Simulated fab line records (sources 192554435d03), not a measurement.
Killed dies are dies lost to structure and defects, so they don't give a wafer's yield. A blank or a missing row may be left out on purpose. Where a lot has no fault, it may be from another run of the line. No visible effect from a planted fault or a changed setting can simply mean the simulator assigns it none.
A lot that was struck, set against a sound lot | flow n5-finfet | 25 steps out of a route of 1938
Sound: these wafers, L770.1, L770.2, L770.6. Wafers struck: L776.1, L776.3, L776.6. The cause is named last.
Each step with rows lists, per side, the tool, then ch with its chambers, then its first start. Under that, the readings that differ: sound wafers | struck wafers | difference of the means | sigmas: that difference in standard deviations of wafers without a fault.
alike: readings whose means differ by less than 2 such deviations, and words and numbers that are the same on both sides. not compared: withheld readings, readings that some wafer has no value for, bounds like >300 that may hide the same value, and numbers for which the record gives no deviation and whose values overlap.
The two part at a step that has a row with sigmas, a row that says differs or no value, or rows on one side only. Non-overlapping numbers with no deviation appear without sigmas and do not part them. Lack of a reading on every wafer of one side parts them only where that side has two or more wafers.

first, 3 steps without rows for these wafers: N5_BEOL_M0_SAQP_PECVD_00 (deposits SiCN from 3MS/NH3, target thk 8 nm, time 14 s); N5_BEOL_M0_SAQP_ILD_DEP_01 (deposits SiOC from DEMS/O2, target thk 45.419 nm, time 8.7 s); N5_BEOL_M0_SAQP_HM_DEP_02 (deposits TiN, target thk 12 nm).
N5_BEOL_M0_SAQP_PECVD_03: deposits SiCN from 3MS/NH3, target thk 12 nm, time 21.1 s.
  sound on pecvd-04 ch 1,2, day 6 09:49; struck on pecvd-03 ch 0,1,2, day 7 00:40
  alike: showerhead-plenum-p-Torr, throttle-valve-pct
then, 1 step without rows for these wafers: N5_BEOL_M0_SAQP_PECVD_96 (deposits a-Si from SiH4/He, target thk 45 nm, time 45.2 s).
N5_BEOL_M0_SAQP_PECVD_97: deposits SiNx from SiH4/NH3/N2, target thk 23 nm, time 19.9 s.
  sound on pecvd-04 ch 1,2, day 6 09:53; struck on pecvd-03 ch 0,1,2, day 7 00:44
  alike: heater-power-w, showerhead-plenum-p-Torr, throttle-valve-pct
N5_BEOL_M0_SAQP_PECVD_04: deposits a-Si from SiH4/He, target thk 60 nm, time 60.2 s.
  sound on pecvd-04 ch 1,2, day 6 09:55; struck on pecvd-03 ch 0,1,2, day 7 00:46
  alike: heater-power-w, showerhead-plenum-p-Torr, throttle-valve-pct
N5_BEOL_M0_SAQP_THK_MEAS_05:
  sound: film-metro-01 at day 6 10:01; struck: film-metro-02 at day 7 00:52
  alike: thk-nm
N5_BEOL_M0_SAQP_HM_DEP_111: deposits SiO2 from SiH4/N2O, target thk 12 nm, time 7.2 s.
  sound on pecvd-03 ch 0,1,2, day 6 10:08; struck on pecvd-01 ch 0,1,2, day 7 00:55
  alike: heater-power-w, showerhead-plenum-p-Torr
then, 2 steps without rows for these wafers: N5_BEOL_M0_SAQP_COAT_81 (time 60 s, resist thk 100 nm); N5_BEOL_M0_SAQP_COAT_82 (time 60 s, resist thk 30 nm).
N5_BEOL_M0_SAQP_COAT_08: resist thk 90 nm.
  sound on litho-track-05 ch 0, day 6 10:13; struck on litho-track-05 ch 0, day 7 00:59
  reading                                           | sound                | struck               | difference | sigmas
  spin-speed-rpm (rpm)                              | 1501.6 1501.6 1499.3 | 1564.5 1563.0 1563.3 | +62.8      | +65
  model.CAR-ArF_of_BEOL_M0_SAQP_COAT_08.thk-nm (nm) | 90.4 90.4 90.4       | 88.4 88.4 88.4       | -2.0       |
then, 5 steps without rows for these wafers: N5_BEOL_M0_SAQP_EBR_10; N5_BEOL_M0_SAQP_SOFTBAKE_09 (time 60 s); N5_BEOL_M0_SAQP_EXPOSE_11 (exposes mask M0 CORE, target cd 42 nm); N5_BEOL_M0_SAQP_PEB_12 (peb time 60 s); N5_BEOL_M0_SAQP_DEVELOP_13 (develop time 30 s).
N5_BEOL_M0_SAQP_CD_MEAS_14: the cd target is 42.5 nm.
  sound on cd-sem-03 ch 0, day 6 10:30; struck on cd-sem-02 ch 0, day 7 01:23
  alike: cd-nm
N5_BEOL_M0_SAQP_OVL_MEAS_15:
  sound on overlay-01 ch 0, day 6 10:32; struck on overlay-02 ch 0, day 7 01:25
  alike: M0_CORE_OVL
N5_BEOL_M0_SAQP_INSPECT_16: inspects for defects (brightfield).
  sound: defect-inspect-01 at day 6 10:34; struck: defect-inspect-01 at day 7 01:26
  alike: raw-defect-count
N5_BEOL_M0_SAQP_DESCUM_19: chemistry O2, time 7.9 s.
  sound on rie-diel-02 ch 1,2,3, day 6 10:41; struck on rie-diel-04 ch 0,1, day 7 01:29
  alike: drypump-motor-current-A, oes-product-au, rf-vpp-V, showerhead-plenum-p-Torr, throttle-valve-pct
  not compared: rf-hours-counter-h
N5_BEOL_M0_SAQP_ETCH_83: etches SiARC in CF4, target depth 39 nm, time 65 s.
  sound on rie-diel-02 ch 1,2,3, day 6 10:43; struck on rie-diel-04 ch 0,1, day 7 01:31
  reading                                           | sound      | struck         | difference | sigmas
  model.CAR-ArF_of_BEOL_M0_SAQP_COAT_08.thk-nm (nm) | 56 56 56.2 | 53.8 53.8 53.8 | -2.3       |
  alike: drypump-motor-current-A, etch-rf-on-time-s, oes-product-au, rf-vpp-V, showerhead-plenum-p-Torr, throttle-valve-pct
  not compared: rf-hours-counter-h
then, 1 step without rows for these wafers: N5_BEOL_M0_SAQP_ETCH_84 (etches SOC in N2/H2, target depth 100 nm, overetch 20 nm, time 150 s).
-- here the record skips 3 days between the struck wafers' starts before and after, leaving off in module BEOL_M0_SAQP and picking up in module BEOL_M4 (first step shown: number 1111 of the route) --
N5_BEOL_M4_RC_MEAS_101:
  sound on prober-02 ch 0, day 8 22:43; struck on prober-02 ch 0, day 9 15:07
  alike: DIBL_N, DIBL_P, IOFF_N, IOFF_P, ION_N, ION_P, SS_N, SS_P, VT_N, VT_P
-- the record jumps here: 5 days lie between the struck wafers' starts before and after (it left off in module BEOL_M4 and takes up again in module PASSIVATION, whose first step shown is number 1936 of the route) --
N5_PASSIVATION_PROBE_49:
  rows exist in the record for the struck wafers here (prober-01, day 14 19:28), but not for the sound ones

WHERE THEY PART
First at N5_BEOL_M0_SAQP_COAT_08; last, within this record, at N5_PASSIVATION_PROBE_49.

WHY: what the simulator had put in
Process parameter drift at N5_BEOL_M0_SAQP_COAT_08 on litho-track-05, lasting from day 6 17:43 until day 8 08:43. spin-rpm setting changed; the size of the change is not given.
